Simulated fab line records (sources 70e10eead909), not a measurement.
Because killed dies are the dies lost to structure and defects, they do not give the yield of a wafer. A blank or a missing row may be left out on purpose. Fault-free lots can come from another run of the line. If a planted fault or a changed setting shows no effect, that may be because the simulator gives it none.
fab line records	flow nand-harc	part 2 of 2: steps 5 to 6 of 6
record: lots: 24	wafers: 72	last-day: 24
route steps=1159 shown A_STAIRCASE@581
lots that met no fault: taken from a fault-free run of the same line
start-h: hours from the record's opening day to when the first of the lot's shown wafers began	wait-h: hours since the lot's step before	" repeats the value in the row above	L1.1+2: one row covering several wafers at once	- no value, or no start was given	* or withheld: withheld	< > ~ a bound
route shown NAME@n: a module of which the file shows steps, and the number in the route of the first	usual: mean/standard deviation taken from wafers without a fault	same: alike in all rows	chamber/n: place in a boat	sites: per-site readings	_std_site: how widely they spread, as a standard deviation	_edge_site: outer sites' mean less inner sites'	radius-mm: for every site, how far away it sits from the centre of the wafer	mask NAME#n: copy n	behind: the most recent tool/chamber to have shaped the wafer	hold: cause of the lot's hold/its duration in hours/its outcome	device: the transistor (n, p or np) that didn't switch	end of line: at the end of the route, the tests of the same wafers	step lacking rows: just its recipe	killed: dies that structure and defects cost at the first sort, which is not the same as the wafer's yield	map: dies across one wafer; x = killed, . = not, _ = none there
set.NAME: the setting the step ran with; set.NAME@STEP: the setting that earlier step ran with	model.NAME: the simulator's own value behind a step, which no gauge read
a sample of lots followed through the steps of the route, with each step as a table and each wafer as a row
services: from which hour (start-h, from the record's first day; less than 0 if before it) a tool's chamber was out of use, for how many hours, and why
== steps ==
step: NHARC_A_STAIRCASE_STRIP_238
recipe: power-w: 1500	temp-c: 250	chemistry: O2
usual: drypump-motor-current-A: 5.8/0.54	heater-power-w: 329/23
lot.wafer	tool	chamber	start-h	wait-h	drypump-motor-current-A	heater-power-w	rf-hours-counter-h
L075.2	plasma-asher-02	0	252.64	0.1	5.1	301	17
L075.1	"	1	"	"	6.6	316	17
L075.6	"	1	"	"	6.6	297	-
L074.2	plasma-asher-01	0	252.69	0.1	5.8	352	47
L074.1	"	1	"	"	5.9	342	47
L074.6	"	1	"	"	5.8	343	-
L076.1	plasma-asher-01	1	260.39	0.1	5.9	336	49
L076.4	"	1	"	"	5.9	339	-
L076.5	"	0	"	"	5.8	342	-
L078.1	plasma-asher-01	0	267.62	0.1	5.8	354	51
L078.2	"	1	"	"	5.9	337	51
L078.5	"	0	"	"	5.8	347	-
L077.4	plasma-asher-02	0	268.27	0.2	5.1	310	-
L077.3	"	1	"	"	6.6	305	-
L077.5	"	1	"	"	6.6	307	-
L080.1	plasma-asher-02	0	273.94	0.4	5.1	300	25
L080.4	"	0	"	"	5.1	305	-
L080.6	"	0	"	"	5.1	306	-
L079.3	plasma-asher-02	0	275.18	0.2	5.1	311	-
L079.6	"	0	"	"	5.1	299	-
L079.5	"	1	"	"	6.6	300	-
L082.1	plasma-asher-02	1	286.28	0.1	6.6	300	34
L082.3	"	0	"	"	5.1	308	-
L082.5	"	1	"	"	6.6	304	-
L083.2	plasma-asher-02	0	288.32	0.2	5.1	305	34
L083.6	"	1	"	"	6.6	304	-
L083.5	"	0	"	"	5.1	304	-
L081.1	plasma-asher-01	0	296.28	0.1	5.8	361	1
L081.2	"	1	"	"	5.8	356	1
L081.5	"	0	"	"	5.7	350	-
L085.1	plasma-asher-01	1	308.62	0.1	5.8	355	4
L085.6	"	0	"	"	5.9	356	-
L085.5	"	1	"	"	5.9	352	-
L084.1	plasma-asher-02	0	309.53	0.1	5.1	307	39
L084.4	"	1	"	"	6.5	304	-
L084.5	"	0	"	"	5.1	312	-
L086.2	plasma-asher-01	1	323.99	0.1	5.8	352	9
L086.1	"	0	"	"	5.8	354	9
L086.4	"	1	"	"	5.9	353	-
L087.1	plasma-asher-02	0	324.31	0.1	5.1	303	44
L087.3	"	0	"	"	5.1	303	-
L087.5	"	1	"	"	6.6	314	-
L088.2	plasma-asher-01	0	330.00	0.2	5.8	346	12
L088.4	"	1	"	"	5.8	344	-
L088.6	"	0	"	"	5.8	357	-
L089.4	plasma-asher-01	0	336.89	0.2	5.8	357	-
L089.6	"	0	"	"	5.8	350	-
L089.5	"	1	"	"	5.9	349	-
L090.2	plasma-asher-02	1	347.51	0.1	6.6	307	56
L090.4	"	0	"	"	5.1	303	-
L090.6	"	0	"	"	5.1	307	-
L091.1	plasma-asher-02	0	348.66	0.1	5.1	310	57
L091.3	"	0	"	"	5.1	304	-
L091.6	"	1	"	"	6.6	303	-
L093.2	plasma-asher-01	0	352.19	0.1	5.8	365	24
L093.1	"	1	"	"	5.9	354	24
L093.3	"	0	"	"	5.8	355	-
L092.1	plasma-asher-02	1	352.97	0.1	6.6	308	58
L092.3	"	1	"	"	6.6	304	-
L092.5	"	1	"	"	6.6	300	-
L094.4	plasma-asher-01	0	362.61	0.2	5.9	351	-
L094.3	"	1	"	"	5.8	361	-
L094.6	"	1	"	"	5.8	353	-
L095.3	plasma-asher-01	1	363.35	0.3	5.9	351	-
L095.5	"	1	"	"	5.8	348	-
L095.6	"	0	"	"	5.8	353	-
L097.2	plasma-asher-01	0	379.07	0.1	5.8	352	34
L097.1	"	1	"	"	5.8	358	34
L097.6	"	1	"	"	5.9	355	-
L096.1	plasma-asher-02	1	388.34	0.1	6.6	340	3
L096.4	"	1	"	"	6.6	330	-
L096.6	"	0	"	"	5.1	315	-
step: NHARC_A_STAIRCASE_DESCUM_312
recipe: time-s: 3	o2-flow-sccm: 200	ar-flow-sccm: 0	bias-power-w: 0	chemistry: O2
usual: drypump-motor-current-A: 5.7/0.48	oes-product-au: 0.996/0.01	rf-vpp-V: 57.7/0.91	showerhead-plenum-p-Torr: 1.90/0.067	throttle-valve-pct: 11.311/0.009
lot.wafer	tool	chamber	start-h	wait-h	drypump-motor-current-A	oes-product-au	rf-hours-counter-h	rf-vpp-V	showerhead-plenum-p-Torr	throttle-valve-pct
L074.2	rie-diel-08	3	263.98	-	5.2	0.999	53	57.4	1.88	11.319
L074.1	"	2	"	"	5.8	1.007	44	58.1	1.79	11.310
L074.6	"	3	"	"	5.2	0.994	-	58.4	1.88	11.330
L075.1	rie-diel-06	3	264.32	-	6.1	1.001	6	57.7	2.00	11.314
L075.2	"	0	"	"	5.2	1.008	5	57.7	1.88	11.312
L075.6	"	1	"	"	5.8	0.985	-	58.0	1.98	11.313
L076.1	rie-diel-08	2	271.08	-	5.8	1.015	47	57.3	1.79	11.309
L076.4	"	3	"	"	5.2	1.003	57	56.8	1.88	11.318
L076.5	"	3	"	"	5.2	0.991	-	58.0	1.88	11.305
L077.4	rie-diel-08	0	278.64	-	5.8	0.999	46	57.4	1.84	11.297
L077.3	"	1	"	"	6.6	0.995	57	58.2	2.01	11.312
L077.5	"	0	"	"	5.8	1.002	-	57.1	1.84	11.311
L078.1	rie-diel-12	2	280.68	-	5.5	0.997	31	58.8	1.91	11.312
L078.2	"	0	"	"	5.8	0.981	25	57.8	1.91	11.320
L078.5	"	3	"	"	4.7	1.007	-	56.7	1.86	11.323
L080.4	rie-diel-12	1	285.90	-	6.0	0.975	30	57.6	1.99	11.307
L080.1	"	2	"	"	5.5	1.002	33	56.9	1.91	11.297
L080.6	"	1	"	"	6.0	0.978	-	57.4	1.99	11.334
L079.3	rie-diel-08	1	286.93	-	6.6	0.985	59	57.8	2.01	11.321
L079.6	"	3	"	"	5.2	1.001	-	60.5	1.88	11.315
L079.5	"	0	"	"	5.8	1.004	-	57.0	1.84	11.304
L082.1	rie-diel-06	0	297.77	-	5.2	0.995	16	59.5	1.88	11.316
L082.3	"	3	"	"	6.1	1.000	17	59.0	2.00	11.286
L082.5	"	1	"	"	5.8	0.984	-	58.5	1.98	11.309
L083.2	rie-diel-12	0	300.94	-	5.8	0.987	30	58.0	1.91	11.328
L083.6	"	3	"	"	4.7	0.993	-	56.1	1.86	11.310
L083.5	"	0	"	"	5.8	0.982	-	58.7	1.91	11.317
L081.2	rie-diel-06	2	308.48	-	6.1	1.001	23	58.1	1.95	11.305
L081.1	"	0	"	"	5.2	0.995	23	57.1	1.88	11.309
L081.5	"	1	"	"	5.8	0.992	-	57.5	1.98	11.309
L085.1	rie-diel-08	1	319.01	-	6.6	0.984	2	58.2	2.01	11.308
L085.6	"	3	"	"	5.2	0.997	-	57.3	1.87	11.309
L085.5	"	0	"	"	5.7	0.993	-	57.5	1.84	11.314
L084.4	rie-diel-12	2	320.21	-	5.4	1.005	44	57.1	1.91	11.302
L084.1	"	0	"	"	5.8	0.987	38	57.9	1.90	11.312
L084.5	"	3	"	"	4.7	0.993	-	57.6	1.85	11.310
L086.2	rie-diel-08	3	334.25	-	5.2	0.994	9	57.9	1.87	11.296
L086.1	"	0	"	"	5.7	0.996	7	58.4	1.84	11.309
L086.4	"	1	"	"	6.6	0.977	7	59.5	2.01	11.314
L087.3	rie-diel-06	2	335.52	-	6.1	0.998	32	57.8	1.95	11.311
L087.1	"	0	"	"	5.2	0.990	32	56.8	1.87	11.308
L087.5	"	2	"	"	6.1	1.003	-	57.5	1.95	11.316
L088.4	rie-diel-12	1	341.50	-	6.0	0.984	51	57.3	1.98	11.311
L088.2	"	2	"	"	5.4	1.014	51	58.2	1.90	11.314
L088.6	"	2	"	"	5.5	1.013	-	56.9	1.90	11.315
L089.4	rie-diel-12	2	348.20	-	5.5	1.002	54	57.9	1.90	11.301
L089.5	"	2	"	"	5.4	1.013	-	58.6	1.90	11.313
L089.6	"	3	"	"	4.7	0.987	-	57.8	1.85	11.307
L090.4	rie-diel-08	1	360.86	-	6.6	0.997	18	59.0	2.00	11.313
L090.2	"	3	"	"	5.2	0.995	20	58.1	1.87	11.310
L090.6	"	0	"	"	5.8	0.998	-	57.6	1.84	11.303
L091.3	rie-diel-08	2	361.87	-	5.8	1.010	20	56.8	1.78	11.320
L091.1	"	0	"	"	5.8	0.999	19	57.4	1.84	11.306
L091.6	"	2	"	"	5.8	1.011	-	57.7	1.78	11.302
L093.1	rie-diel-12	3	364.06	-	4.7	0.986	58	57.3	1.85	11.320
L093.3	"	1	"	"	6.0	0.983	57	57.4	1.98	11.308
L093.2	"	2	"	"	5.5	1.006	59	59.0	1.90	11.302
L092.1	rie-diel-12	1	365.64	-	6.0	0.979	57	56.6	1.98	11.304
L092.3	"	2	"	"	5.4	1.017	59	57.7	1.90	11.314
L092.5	"	1	"	"	6.0	0.973	-	58.7	1.98	11.315
L094.4	rie-diel-06	1	374.73	-	5.8	0.975	46	57.6	1.97	11.312
L094.3	"	2	"	"	6.1	0.992	48	59.0	1.95	11.326
L094.6	"	1	"	"	5.9	0.983	-	57.9	1.97	11.321
L095.3	rie-diel-08	3	375.61	-	5.2	1.002	25	57.4	1.87	11.316
L095.6	"	0	"	"	5.8	0.989	-	58.6	1.83	11.322
L095.5	"	1	"	"	6.6	0.995	-	56.0	2.00	11.291
L097.1	rie-diel-08	2	391.34	-	5.8	1.006	32	56.8	1.78	11.311
L097.2	"	1	"	"	6.6	0.992	28	57.6	2.00	11.312
L097.6	"	3	"	"	5.2	0.995	-	56.4	1.86	11.307
L096.4	rie-diel-06	3	400.49	-	6.1	1.010	55	58.8	1.98	11.317
L096.1	"	0	"	"	5.2	0.991	56	56.6	1.87	11.307
L096.6	"	1	"	"	5.8	0.997	-	57.5	1.97	11.306
== services ==
tool	chamber	start-h	hours	kind
rie-diel-08	0	221.02	31.8	repair
rie-diel-12	-	221.21	0.3	repair
plasma-asher-01	-	228.89	1.0	repair
rie-diel-08	1	231.97	-	clean
rie-diel-08	2	231.97	-	clean
rie-diel-08	3	231.97	-	clean
rie-diel-08	3	240.57	5.9	repair
rie-diel-06	-	241.21	9.0	pm
rie-diel-08	2	245.58	13.5	repair
rie-diel-08	0	256.62	-	clean
rie-diel-08	1	256.62	-	clean
rie-diel-08	3	256.62	-	clean
plasma-asher-01	-	270.94	4.8	repair
rie-diel-12	2	271.12	2.6	repair
plasma-asher-01	-	276.00	9.0	pm
rie-diel-08	0	281.12	-	clean
plasma-asher-01	-	287.88	5.8	repair
rie-diel-06	-	289.23	1.7	repair
rie-diel-08	-	301.88	9.0	pm
rie-diel-06	1	302.71	4.0	repair
plasma-asher-02	-	361.55	9.0	pm
rie-diel-12	2	373.74	7.6	repair
rie-diel-12	-	379.46	9.0	pm
rie-diel-06	2	381.35	7.2	repair
